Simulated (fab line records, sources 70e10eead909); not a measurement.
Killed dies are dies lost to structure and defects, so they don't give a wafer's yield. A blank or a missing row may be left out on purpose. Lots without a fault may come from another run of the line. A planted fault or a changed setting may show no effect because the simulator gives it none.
A struck lot beside a sound one | flow nand_harc | 15 steps out of a route of 1302
Sound: wafers L460.2, L460.3, L460.6. Struck: wafers L467.2, L467.4, L467.6. The cause comes at the end.
At each step with rows: each side's tool, then ch and its chambers, then its first start. Under that, the readings that differ: sound wafers | struck wafers | difference of the means | sigmas: that difference in standard deviations of wafers without a fault.
alike: readings whose means differ by less than 2 such deviations, and words and numbers that are the same on both sides. not compared: withheld readings, readings that some wafer has no value for, bounds like >300 that may hide the same value, and numbers for which the record gives no deviation and whose values overlap.
The two part at a step that has a row with sigmas, a row that says differs or no value, or rows on one side only. Numbers that don't overlap but have no deviation are shown without sigmas and don't part them. A reading that every wafer of one side lacks parts them only if that side has two wafers or more.

first, 4 steps without rows for these wafers: NHARC_THIN_TSV_EBR_29; NHARC_THIN_TSV_EXPOSE_30 (exposes mask PAD); NHARC_THIN_TSV_PEB_31 (peb time 85 s); NHARC_THIN_TSV_DEVELOP_32 (time 70 s).
NHARC_THIN_TSV_CD_MEAS_33: target cd 5000 nm.
  sound on cd_sem-01 ch 0, day 27 13:17; struck on cd_sem-01 ch 0, day 30 05:53
  alike: cd_nm
then, 1 step without rows for these wafers: NHARC_THIN_TSV_HARDBAKE_34 (time 80 s).
NHARC_THIN_TSV_DESCUM_35: chemistry O2, time 3 s.
  sound on rie_diel-08 ch 0,2, day 27 13:26; struck on rie_diel-06 ch 0,1,2, day 30 06:04
  alike: drypump_motor_current_A, oes_product_au, rf_vpp_V, showerhead_plenum_p_Torr, throttle_valve_pct
  not compared: rf_hours_counter_h
NHARC_THIN_TSV_ETCH_59: etches the open film in Cl2/BCl3, target depth 880 nm, time 138.1 s.
  sound on rie_metal-03 ch 0, day 27 13:36; struck on rie_metal-01 ch 0,1, day 30 06:11
  reading                     | sound       | struck      | difference | sigmas
  drypump_motor_current_A (A) | 6.2 6.2 6.2 | 5.5 5.0 5.0 | -1.0       | -2
  alike: oes_product_au, throttle_valve_pct
  not compared: rf_hours_counter_h
NHARC_THIN_TSV_ETCH_36: etches the open film in Cl2/BCl3, target depth 65 nm, time 18.571 s.
  sound on rie_metal-03 ch 0,1, day 27 13:50; struck on rie_metal-01 ch 0,1, day 30 06:26
  reading                     | sound       | struck      | difference | sigmas
  drypump_motor_current_A (A) | 5.9 6.2 6.2 | 5.0 5.5 5.0 | -0.9       | -2
  alike: oes_product_au
  not compared: rf_hours_counter_h
NHARC_THIN_TSV_STRIP_56: strips in O2.
  sound on plasma_asher-02 ch 1, day 27 13:58; struck on plasma_asher-02 ch 0,1, day 30 07:43
  alike: drypump_motor_current_A, heater_power_w
  not compared: rf_hours_counter_h
then, 1 step without rows for these wafers: NHARC_THIN_TSV_STRIP_57 (strips in post etch residue remover, time 1200 s).
NHARC_THIN_TSV_CD_MEAS_37:
  sound on cd_sem-01, day 27 14:43; struck on cd_sem-01, day 30 08:31
  alike: cd_nm
NHARC_THIN_TSV_ANNEAL_58: time 1800 s.
  sound on furnace-02 ch 0, day 27 16:50; struck on furnace-05 ch 0, day 30 11:35
  reading                | sound             | struck            | difference | sigmas
  spike_tc_bottom_C (C)  | 426.5 424.6 424.6 | 449.0 450.4 449.1 | +24.3      | +14
  spike_tc_centre_C (C)  | 401.0 400.1 399.9 | 425.4 427.2 427.4 | +26.3      | +19
  spike_tc_lower_C (C)   | 399.7 401.5 397.9 | 423.6 425.8 425.9 | +25.4      | +20
  spike_tc_top_C (C)     | 427.8 428.6 427.5 | 453.2 455.1 453.8 | +26.1      | +22
  spike_tc_upper_C (C)   | 397.5 397.9 397.1 | 430.7 427.8 427.9 | +31.3      | +14
  zone_power_top_pct (%) | 10.48 10.42 10.56 | 11.52 11.49 11.50 | +1.02      | +7
NHARC_THIN_TSV_INSPECT_40:
  sound on defect_inspect-01, day 27 18:17; struck on defect_inspect-01, day 30 13:03
  alike: raw_defect_count
NHARC_END_SORT_01:
  sound on prober-01 ch 0, day 27 22:07; struck on prober-02 ch 0, day 30 16:55
  alike: defect_limited_yield, killed_at_array, killed_at_other, killed_at_periphery, killed_dies, killed_open, killed_short, sort_bin_2_pct, sort_bin_3_pct, sort_bin_4_pct, sort_n_pass, sort_rim_yield_pct, sort_yield_pct

WHERE THEY PART
First at NHARC_THIN_TSV_ETCH_59; last, within this record, at NHARC_THIN_TSV_ANNEAL_58. Later steps at which nothing parts them and some readings are alike: NHARC_THIN_TSV_INSPECT_40, NHARC_END_SORT_01.

WHY: what the simulator had put in
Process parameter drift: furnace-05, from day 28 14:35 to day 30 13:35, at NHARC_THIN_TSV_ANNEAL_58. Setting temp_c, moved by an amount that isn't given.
